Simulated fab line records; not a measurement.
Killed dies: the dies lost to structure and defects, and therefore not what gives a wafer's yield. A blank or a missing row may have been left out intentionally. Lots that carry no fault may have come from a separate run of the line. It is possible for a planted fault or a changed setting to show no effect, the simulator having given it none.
Chamber matching + flow n5 finfet + N5_SDB_STRIP_21 on rie diel-02 has 4 sister chambers
The step strips in CF4. 14 wafers are shown with their chamber, then 7 later ones without.

== WAFERS WITH THEIR CHAMBER ==
| wafer  | chamber | drypump motor current A (A) | throttle valve pct (%) | showerhead plenum p Torr (Torr) |
|--------|---------|-----------------------------|------------------------|---------------------------------|
| L078.1 | 1       | 5.5                         | 13.78                  | 1.86                            |
| L078.3 | 2       | 6.5                         | 13.58                  | 1.81                            |
| L078.6 | 1       | 5.5                         | 13.78                  | 1.86                            |
| L081.1 | 3       | 5.1                         | 14.00                  | 1.77                            |
| L081.4 | 1       | 5.5                         | 13.81                  | 1.85                            |
| L081.6 | 0       | 5.3                         | 12.98                  | 1.76                            |
| L083.1 | 1       | 5.5                         | 13.81                  | 1.85                            |
| L083.2 | 3       | 5.1                         | 14.03                  | 1.77                            |
| L083.4 | 3       | 5.1                         | 14.01                  | 1.77                            |
| L086.1 | 0       | 5.2                         | 13.02                  | 1.75                            |
| L086.2 | 1       | 5.5                         | 13.85                  | 1.85                            |
| L086.4 | 3       | 5.1                         | 14.03                  | 1.77                            |
| L088.2 | 2       | 6.5                         | 13.62                  | 1.81                            |
| L088.3 | 3       | 5.1                         | 14.05                  | 1.77                            |

SIGNATURES, as means of the wafers listed above
| reading                  | chamber 0 | chamber 1 | chamber 2 | chamber 3 | scatter within a chamber |
|--------------------------|-----------|-----------|-----------|-----------|--------------------------|
| drypump motor current A  | 5.250     | 5.500     | 6.500     | 5.100     | 0.0224                   |
| throttle valve pct       | 13.0000   | 13.8060   | 13.6000   | 14.0240   | 0.0254                   |
| showerhead plenum p Torr | 1.7550    | 1.8540    | 1.8100    | 1.7700    | 0.00412                  |
Rule: for a wafer and a chamber, the distance is found by dividing, reading by reading, the gap between the wafer's reading and the chamber's mean by the reading's scatter, squaring, summing and taking the root. If the next closest chamber is less than 2 further off than the closest, the wafer can't be placed; otherwise it belongs to the closest. How the scatter is found: for the shown wafers, subtract from each reading the mean of its chamber, square and add these, divide the total by (wafers less chambers), then take the root.

== WAFERS MISSING THEIR CHAMBER ==
| wafer  | drypump motor current A (A) | throttle valve pct (%) | showerhead plenum p Torr (Torr) |
|--------|-----------------------------|------------------------|---------------------------------|
| L088.5 | 6.5                         | 13.62                  | 1.81                            |
| L090.1 | 5.1                         | 14.06                  | 1.77                            |
| L090.3 | 5.5                         | 13.86                  | 1.85                            |
| L090.6 | 5.1                         | 14.06                  | 1.77                            |
| L093.1 | 6.4                         | 13.63                  | 1.80                            |
| L093.4 | 5.5                         | 13.87                  | 1.85                            |
| L093.5 | 5.5                         | 13.87                  | 1.85                            |

== WHICH CHAMBER EACH ONE RAN IN ==
| wafer  | from the rows above | in truth |
|--------|---------------------|----------|
| L088.5 | 2                   | 2        |
| L090.1 | 3                   | 3        |
| L090.3 | 1                   | 1        |
| L090.6 | 3                   | 3        |
| L093.1 | 2                   | 2        |
| L093.4 | 1                   | 1        |
| L093.5 | 1                   | 1        |
7 of 7 placed correctly. Not placeable from these rows: 0. Placed wrongly: 0.
